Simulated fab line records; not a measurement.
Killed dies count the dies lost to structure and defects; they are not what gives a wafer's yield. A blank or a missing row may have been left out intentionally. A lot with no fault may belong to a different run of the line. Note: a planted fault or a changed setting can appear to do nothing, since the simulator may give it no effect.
Matching of chambers | flow nand harc | NHARC_A_STAIRCASE_CMP_450 on cmp-03 has 4 sister chambers
The step polishes SiO2, target thk 200 nm. 8 wafers are shown with their chamber, then 7 later ones without.

EACH WAFER AND ITS CHAMBER
wafer  | chamber | motor current A (A) | slurry filter dp kPa (kPa)
L074.5 | 1       | 11.7                | 13.44
L075.6 | 3       | 11.4                | 13.41
L080.4 | 3       | 11.7                | 13.47
L083.3 | 1       | 12.1                | 13.67
L083.4 | 2       | 9.6                 | 13.27
L083.5 | 0       | 10.7                | 13.75
L088.2 | 0       | 11.3                | 13.30
L088.3 | 2       | 9.1                 | 13.40

WAFERS WITHOUT THEIR CHAMBER
wafer  | motor current A (A) | slurry filter dp kPa (kPa)
L088.5 | 11.7                | 13.59
L087.1 | 11.3                | 13.51
L087.2 | 10.0                | 13.42
L087.5 | 11.3                | 13.59
L090.1 | 11.4                | 13.47
L090.3 | 9.3                 | 13.42
L090.6 | 9.7                 | 13.36

EACH ONE'S CHAMBER
wafer  | from the rows above          | in truth
L088.5 | can't be placed: 1 or 3 or 0 | 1
L087.1 | can't be placed: 3 or 0 or 1 | 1
L087.2 | can't be placed: 2 or 0      | 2
L087.5 | can't be placed: 0 or 3 or 1 | 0
L090.1 | can't be placed: 3 or 0 or 1 | 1
L090.3 | 2                            | 2
L090.6 | 2                            | 2
Correctly placed: 2 of 7. Unplaceable from these rows: 5, with the true chamber sitting among the candidates in 5. 0 placed wrongly.
How it was worked out, from the rows above alone: a wafer's distance from a chamber is the root of the sum, over the readings, of the square of ((its reading less the chamber's mean) divided by the reading's scatter). The wafer belongs to the nearest chamber; if the next one is less than 2 further off, it can't be placed. The mean given for a chamber averages the wafers shown for that chamber. How the scatter is found: for the shown wafers, subtract from each reading the mean of its chamber, square and add these, divide the total by (wafers less chambers), then take the root.
